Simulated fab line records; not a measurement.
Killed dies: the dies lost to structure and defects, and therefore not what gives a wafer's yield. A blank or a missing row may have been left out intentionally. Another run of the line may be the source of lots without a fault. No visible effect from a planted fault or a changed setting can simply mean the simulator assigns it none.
Which tool did it? :: flow nandHarc :: 11 lots, 33 wafers sampled, at 6 steps of a route of 1302

== WHAT THE GAUGES READ, wafer by wafer ==
NHARC_A_CHANNEL_HOLE_D1_INSPECT_12.
lot: L581
measured: day 8 13:33
on: defectInspect-02
rawDefectCount: 7 7 8

lot: L582
measured: day 9 00:38
on: defectInspect-02
rawDefectCount: 12 8 6

lot: L584
measured: day 10 00:20
on: defectInspect-01
rawDefectCount: 4 4 2

lot: L585
measured: day 10 04:37
on: defectInspect-02
rawDefectCount: 3 4 2

lot: L587
measured: day 11 03:25
on: defectInspect-02
rawDefectCount: 6 4 7

lot: L592
measured: day 13 10:14
on: defectInspect-01
rawDefectCount: 1 5 2

lot: L593
measured: day 13 20:21
on: defectInspect-02
rawDefectCount: 8 4 8

lot: L594
measured: day 13 22:11
on: defectInspect-01
rawDefectCount: 11 3 7

lot: L600
measured: day 16 02:23
on: defectInspect-01
rawDefectCount: 3 5 4

lot: L601
measured: day 16 23:21
on: defectInspect-02
rawDefectCount: 4 6 3

lot: L604
measured: day 18 05:22
on: defectInspect-01
rawDefectCount: 10 6 2

NHARC_A_CHANNEL_HOLE_D1_CD_MEAS_30.
lot: L581
measured: day 8 20:20
on: cdSem-02
cdNm (nm): 91.5 90.3 90.2

lot: L582
measured: day 9 07:24
on: cdSem-01
cdNm (nm): 91.0 89.6 90.4

lot: L584
measured: day 10 11:01
on: cdSem-02
cdNm (nm): 90.7 90.2 91.1

lot: L585
measured: day 10 13:01
on: cdSem-02
cdNm (nm): 91.7 89.1 90.1

lot: L587
measured: day 11 12:38
on: cdSem-02
cdNm (nm): 92.1 91.3 92.0

lot: L592
measured: day 13 18:12
on: cdSem-03
cdNm (nm): 0.8 0.4 0.5 1.1 0.2 0.4

lot: L593
measured: day 14 03:16
on: cdSem-01
cdNm (nm): 0.3 1.8 1.1 0.2 2.0 1.2

lot: L594
measured: day 14 09:16
on: cdSem-01
cdNm (nm): 90.4 90.3 89.8

lot: L600
measured: day 16 09:18
on: cdSem-02
cdNm (nm): 90.6 91.4 88.9

lot: L601
measured: day 17 13:17
on: cdSem-02
cdNm (nm): 91.0 92.0 90.1

lot: L604
measured: day 18 12:48
on: cdSem-03
cdNm (nm): 88.4 89.3 90.2

NHARC_END_SORT_01.
lot: L581
measured: day 24 11:37
on: prober-02
defectLimitedYield (%): 87.7 89.7 89.7
killedAtArray: 81 67 62
killedAtOther: 0 1 1
killedAtPeriphery: 2 2 7
killedDies: 83 70 70
killedOpen: 3 3 3
killedShort: 3 4 1

lot: L600
measured: day 31 12:47
on: prober-01
defectLimitedYield (%): 93.8 93.6 95.3
killedAtArray: 36 40 29
killedAtOther: 0 0 0
killedAtPeriphery: 6 3 3
killedDies: 42 43 32
killedOpen: 5 3 5
killedShort: 3 3 3

lot: L601
measured: day 32 19:58
on: prober-01
defectLimitedYield (%): 91.4 91.4 91.7
killedAtArray: 55 56 51
killedAtOther: 0 0 0
killedAtPeriphery: 3 2 5
killedDies: 58 58 56
killedOpen: 4 3 0
killedShort: 2 3 1

== WHAT TOOL EACH LOT RAN ON (gives the tool, then ch and the chambers of the sampled wafers, and finally the start) ==
lot: L581
NHARC_A_CHANNEL_HOLE_D1_DESCUM_15: rieDiel-01 ch 2,3, day 8 13:37
NHARC_A_CHANNEL_HOLE_D1_ETCH_16: rieDiel-01 ch 0,3, day 8 15:15 or earlier
NHARC_A_CHANNEL_HOLE_D1_ETCH_21: harEtch-02 ch 1, day 8 15:15

lot: L582
NHARC_A_CHANNEL_HOLE_D1_DESCUM_15: rieDiel-10 ch 1,2,3, day 9 00:43
NHARC_A_CHANNEL_HOLE_D1_ETCH_16: rieDiel-10 ch 0,1,2, day 9 02:18 or earlier
NHARC_A_CHANNEL_HOLE_D1_ETCH_21: harEtch-01 ch 0, day 9 02:18

lot: L584
NHARC_A_CHANNEL_HOLE_D1_DESCUM_15: rieDiel-12 ch 0,1,3, day 10 00:24
NHARC_A_CHANNEL_HOLE_D1_ETCH_16: rieDiel-12 ch 0,1,3, day 10 05:57 or earlier
NHARC_A_CHANNEL_HOLE_D1_ETCH_21: harEtch-02 ch 0,1, day 10 05:57

lot: L585
NHARC_A_CHANNEL_HOLE_D1_DESCUM_15: rieDiel-01 ch 1,2,3, day 10 04:41
NHARC_A_CHANNEL_HOLE_D1_ETCH_16: rieDiel-01 ch 0,2,3, day 10 07:53 or earlier
NHARC_A_CHANNEL_HOLE_D1_ETCH_21: harEtch-01 ch 0,1, day 10 07:53

lot: L587
NHARC_A_CHANNEL_HOLE_D1_DESCUM_15: rieDiel-12 ch 0,1, day 11 03:28
NHARC_A_CHANNEL_HOLE_D1_ETCH_16: rieDiel-12 ch 0,1,2, day 11 07:35 or earlier
NHARC_A_CHANNEL_HOLE_D1_ETCH_21: harEtch-02 ch 0,1, day 11 07:35

lot: L592
NHARC_A_CHANNEL_HOLE_D1_DESCUM_15: rieDiel-10 ch 0,1,2, day 13 10:19
NHARC_A_CHANNEL_HOLE_D1_ETCH_16: rieDiel-10 ch 0,2,3, day 13 13:10 or earlier
NHARC_A_CHANNEL_HOLE_D1_ETCH_21: harEtch-01 ch 0,1, day 13 13:10

lot: L593
NHARC_A_CHANNEL_HOLE_D1_DESCUM_15: rieDiel-12 ch 1,2, day 13 20:25
NHARC_A_CHANNEL_HOLE_D1_ETCH_16: rieDiel-12 ch 1,2,3, day 13 22:01 or earlier
NHARC_A_CHANNEL_HOLE_D1_ETCH_21: harEtch-01 ch 0,1, day 13 22:01

lot: L594
NHARC_A_CHANNEL_HOLE_D1_DESCUM_15: rieDiel-12 ch 0,3, day 13 22:14
NHARC_A_CHANNEL_HOLE_D1_ETCH_16: rieDiel-12 ch 1,3, day 14 00:35 or earlier
NHARC_A_CHANNEL_HOLE_D1_ETCH_21: harEtch-02 ch 0, day 14 00:35

lot: L600
NHARC_A_CHANNEL_HOLE_D1_DESCUM_15: rieDiel-12 ch 0,1, day 16 02:26
NHARC_A_CHANNEL_HOLE_D1_ETCH_16: rieDiel-12 ch 1,3, day 16 04:02 or earlier
NHARC_A_CHANNEL_HOLE_D1_ETCH_21: harEtch-01 ch 0,1, day 16 04:02

lot: L601
NHARC_A_CHANNEL_HOLE_D1_DESCUM_15: rieDiel-12 ch 0,1,3, day 16 23:26
NHARC_A_CHANNEL_HOLE_D1_ETCH_16: rieDiel-12 ch 1,2,3, day 17 08:16 or earlier
NHARC_A_CHANNEL_HOLE_D1_ETCH_21: harEtch-01 ch 0,1, day 17 08:16

lot: L604
NHARC_A_CHANNEL_HOLE_D1_DESCUM_15: rieDiel-01 ch 0,2,3, day 18 05:25
NHARC_A_CHANNEL_HOLE_D1_ETCH_16: rieDiel-01 ch 0,1, day 18 07:46 or earlier
NHARC_A_CHANNEL_HOLE_D1_ETCH_21: harEtch-02 ch 0, day 18 07:46
- NHARC_A_CHANNEL_HOLE_D1_DESCUM_15: chemistry O2, time 3 s.
- NHARC_A_CHANNEL_HOLE_D1_ETCH_16: etches the open film in O2/COS, target depth 3100 nm, time 806 s.
- NHARC_A_CHANNEL_HOLE_D1_ETCH_21: etches the open film in C4F8/O2/Ar, time 514.3 s, target depth 1600 nm.

== WHAT THE TOOLS THEMSELVES READ (means of the sampled wafers that have a number; where no wafer has one, the mark that the record gives instead) ==
NHARC_A_CHANNEL_HOLE_D1_DESCUM_15.
lot: L581
tool: rieDiel-01
drypumpMotorCurrentA (A): 5.4
oesProductAu (a.u.): 0.994
rfVppV (V): 56.9
showerheadPlenumPTorr (Torr): 1.81
throttleValvePct (%): 11.308

lot: L582
tool: rieDiel-10
drypumpMotorCurrentA (A): 5.8
oesProductAu (a.u.): 1.009
rfVppV (V): 58.2
showerheadPlenumPTorr (Torr): 1.97
throttleValvePct (%): 11.311

lot: L584
tool: rieDiel-12
drypumpMotorCurrentA (A): 6.0
oesProductAu (a.u.): 1.000
rfVppV (V): 57.5
showerheadPlenumPTorr (Torr): 1.92
throttleValvePct (%): 11.314

lot: L585
tool: rieDiel-01
drypumpMotorCurrentA (A): 5.8
oesProductAu (a.u.): 0.999
rfVppV (V): 57.8
showerheadPlenumPTorr (Torr): 1.89
throttleValvePct (%): 11.313

lot: L587
tool: rieDiel-12
drypumpMotorCurrentA (A): 6.0
oesProductAu (a.u.): 0.999
rfVppV (V): 57.6
showerheadPlenumPTorr (Torr): 1.90
throttleValvePct (%): 11.322

lot: L592
tool: rieDiel-10
drypumpMotorCurrentA (A): 6.0
oesProductAu (a.u.): 1.002
rfVppV (V): 58.0
showerheadPlenumPTorr (Torr): 1.90
throttleValvePct (%): 11.322

lot: L593
tool: rieDiel-12
drypumpMotorCurrentA (A): 5.9
oesProductAu (a.u.): 0.996
rfVppV (V): 58.0
showerheadPlenumPTorr (Torr): 1.91
throttleValvePct (%): 11.308

lot: L594
tool: rieDiel-12
drypumpMotorCurrentA (A): 6.1
oesProductAu (a.u.): 1.008
rfVppV (V): 57.8
showerheadPlenumPTorr (Torr): 1.90
throttleValvePct (%): 11.314

lot: L600
tool: rieDiel-12
drypumpMotorCurrentA (A): 6.0
oesProductAu (a.u.): 0.995
rfVppV (V): 57.5
showerheadPlenumPTorr (Torr): 1.89
throttleValvePct (%): 11.312

lot: L601
tool: rieDiel-12
drypumpMotorCurrentA (A): 6.0
oesProductAu (a.u.): 0.992
rfVppV (V): 57.5
showerheadPlenumPTorr (Torr): 1.90
throttleValvePct (%): 11.307

lot: L604
tool: rieDiel-01
drypumpMotorCurrentA (A): 5.2
oesProductAu (a.u.): 0.994
rfVppV (V): 56.8
showerheadPlenumPTorr (Torr): 1.80
throttleValvePct (%): 11.307

NHARC_A_CHANNEL_HOLE_D1_ETCH_16.
lot: L581
tool: rieDiel-01
biasW (W): 300.3
chamberPressureMTorr (mTorr): 20.019
drypumpMotorCurrentA (A): 5.1
oesProductAu (a.u.): 1.005
rfVppV (V): 312.3
showerheadPlenumPTorr (Torr): 2.96
throttleValvePct (%): 28.322

lot: L582
tool: rieDiel-10
biasW (W): 299.7
chamberPressureMTorr (mTorr): 19.994
drypumpMotorCurrentA (A): 6.1
oesProductAu (a.u.): 1.010
rfVppV (V): 314.0
showerheadPlenumPTorr (Torr): 3.12
throttleValvePct (%): 28.338

lot: L584
tool: rieDiel-12
biasW (W): 299.5
chamberPressureMTorr (mTorr): 19.991
drypumpMotorCurrentA (A): 6.0
oesProductAu (a.u.): 1.002
rfVppV (V): 313.7
showerheadPlenumPTorr (Torr): 3.13
throttleValvePct (%): 28.334

lot: L585
tool: rieDiel-01
biasW (W): 299.7
chamberPressureMTorr (mTorr): 19.999
drypumpMotorCurrentA (A): 5.3
oesProductAu (a.u.): 0.999
rfVppV (V): 311.7
showerheadPlenumPTorr (Torr): 2.96
throttleValvePct (%): 28.335

lot: L587
tool: rieDiel-12
biasW (W): 300.2
chamberPressureMTorr (mTorr): 19.996
drypumpMotorCurrentA (A): 5.9
oesProductAu (a.u.): 0.996
rfVppV (V): 314.3
showerheadPlenumPTorr (Torr): 3.11
throttleValvePct (%): 28.330

lot: L592
tool: rieDiel-10
biasW (W): 299.3
chamberPressureMTorr (mTorr): 20.006
drypumpMotorCurrentA (A): 5.5
oesProductAu (a.u.): 1.005
rfVppV (V): 313.7
showerheadPlenumPTorr (Torr): 3.13
throttleValvePct (%): 28.328

lot: L593
tool: rieDiel-12
biasW (W): 300.1
chamberPressureMTorr (mTorr): 19.982
drypumpMotorCurrentA (A): 5.9
oesProductAu (a.u.): 0.995
rfVppV (V): 314.6
showerheadPlenumPTorr (Torr): 3.14
throttleValvePct (%): 28.331

lot: L594
tool: rieDiel-12
biasW (W): 300.4
chamberPressureMTorr (mTorr): 19.986
drypumpMotorCurrentA (A): 6.0
oesProductAu (a.u.): 1.000
rfVppV (V): 315.5
showerheadPlenumPTorr (Torr): 3.16
throttleValvePct (%): 28.326

lot: L600
tool: rieDiel-12
biasW (W): 300.8
chamberPressureMTorr (mTorr): 19.986
drypumpMotorCurrentA (A): 5.9
oesProductAu (a.u.): 0.991
rfVppV (V): 315.3
showerheadPlenumPTorr (Torr): 3.13
throttleValvePct (%): 28.335

lot: L601
tool: rieDiel-12
biasW (W): 300.5
chamberPressureMTorr (mTorr): 20.008
drypumpMotorCurrentA (A): 5.9
oesProductAu (a.u.): 0.992
rfVppV (V): 314.7
showerheadPlenumPTorr (Torr): 3.13
throttleValvePct (%): 28.324

lot: L604
tool: rieDiel-01
biasW (W): 299.0
chamberPressureMTorr (mTorr): 19.992
drypumpMotorCurrentA (A): 6.0
oesProductAu (a.u.): 1.003
rfVppV (V): 314.5
showerheadPlenumPTorr (Torr): 3.16
throttleValvePct (%): 28.330

NHARC_A_CHANNEL_HOLE_D1_ETCH_21.
lot: L581
tool: harEtch-02
c4f8FlowSccm (sccm): 89.22
chamberPressureMTorr (mTorr): 19.984
drypumpMotorCurrentA (A): 4.8
showerheadPlenumPTorr (Torr): 3.42
throttleValvePct (%): 32.161

lot: L582
tool: harEtch-01
c4f8FlowSccm (sccm): 89.06
chamberPressureMTorr (mTorr): 19.996
drypumpMotorCurrentA (A): 5.6
showerheadPlenumPTorr (Torr): 3.60
throttleValvePct (%): 32.161

lot: L584
tool: harEtch-02
c4f8FlowSccm (sccm): 89.52
chamberPressureMTorr (mTorr): 19.999
drypumpMotorCurrentA (A): 5.7
showerheadPlenumPTorr (Torr): 3.55
throttleValvePct (%): 32.152

lot: L585
tool: harEtch-01
c4f8FlowSccm (sccm): 89.12
chamberPressureMTorr (mTorr): 19.992
drypumpMotorCurrentA (A): 5.6
showerheadPlenumPTorr (Torr): 3.68
throttleValvePct (%): 32.146

lot: L587
tool: harEtch-02
c4f8FlowSccm (sccm): 88.97
chamberPressureMTorr (mTorr): 19.999
drypumpMotorCurrentA (A): 5.7
showerheadPlenumPTorr (Torr): 3.54
throttleValvePct (%): 32.155

lot: L592
tool: harEtch-01
c4f8FlowSccm (sccm): -
chamberPressureMTorr (mTorr): -
drypumpMotorCurrentA (A): -
showerheadPlenumPTorr (Torr): -
throttleValvePct (%): -

lot: L593
tool: harEtch-01
c4f8FlowSccm (sccm): -
chamberPressureMTorr (mTorr): -
drypumpMotorCurrentA (A): -
showerheadPlenumPTorr (Torr): -
throttleValvePct (%): -

lot: L594
tool: harEtch-02
c4f8FlowSccm (sccm): 89.04
chamberPressureMTorr (mTorr): 20.007
drypumpMotorCurrentA (A): 6.1
showerheadPlenumPTorr (Torr): 3.59
throttleValvePct (%): 32.157

lot: L600
tool: harEtch-01
c4f8FlowSccm (sccm): 89.30
chamberPressureMTorr (mTorr): 19.995
drypumpMotorCurrentA (A): 5.6
showerheadPlenumPTorr (Torr): 3.64
throttleValvePct (%): 32.164

lot: L601
tool: harEtch-01
c4f8FlowSccm (sccm): 88.98
chamberPressureMTorr (mTorr): 19.990
drypumpMotorCurrentA (A): 5.6
showerheadPlenumPTorr (Torr): 3.63
throttleValvePct (%): 32.160

lot: L604
tool: harEtch-02
c4f8FlowSccm (sccm): 89.67
chamberPressureMTorr (mTorr): 20.003
drypumpMotorCurrentA (A): 6.1
showerheadPlenumPTorr (Torr): 3.93
throttleValvePct (%): 32.156

== THE ANSWER, worked out from the rows above alone ==
Rule: usual is defined by the lots themselves. The widest of any qualifying gaps counts: lots, ordered by their means at a reading, are off when they make up no more than a third of the lots, leave a main group of 4 or more, and stand apart from it by 3 or more times the standard deviation of that group's means. If all means in a main group match to the digits the tables above print for the reading, that group is not used. A lot without any number at a reading at which 4 lots or more have one is off too. All remaining lots with rows at the step are treated as sound. The gauges are gone through in route order, then the tools' own readings, and for those a lot's mean is taken as printed above. The first step at which some lot is off is used, and at that step the reading that is off furthest; a lot without a number counts as furthest.
Off, at NHARC_A_CHANNEL_HOLE_D1_CD_MEAS_30 on cdNm: L592, L593. The main group: mean 90.5 nm, standard deviation 0.64.
If a tool, at a process step before that reading, ran all the lots that are off and no sound lot after the first of them, it fits. The gauges at NHARC_A_CHANNEL_HOLE_D1_CD_MEAS_30 aren't tried: what is off there is off at NHARC_A_CHANNEL_HOLE_D1_ETCH_21 too, on other tools, and a gauge's error can't cause that. NHARC_A_CHANNEL_HOLE_D1_ETCH_16: start missing for some lots; hours and lot order therefore follow NHARC_A_CHANNEL_HOLE_D1_ETCH_21. Not one of the candidates tried fits.

== WHAT THE SIMULATOR PUT IN ==
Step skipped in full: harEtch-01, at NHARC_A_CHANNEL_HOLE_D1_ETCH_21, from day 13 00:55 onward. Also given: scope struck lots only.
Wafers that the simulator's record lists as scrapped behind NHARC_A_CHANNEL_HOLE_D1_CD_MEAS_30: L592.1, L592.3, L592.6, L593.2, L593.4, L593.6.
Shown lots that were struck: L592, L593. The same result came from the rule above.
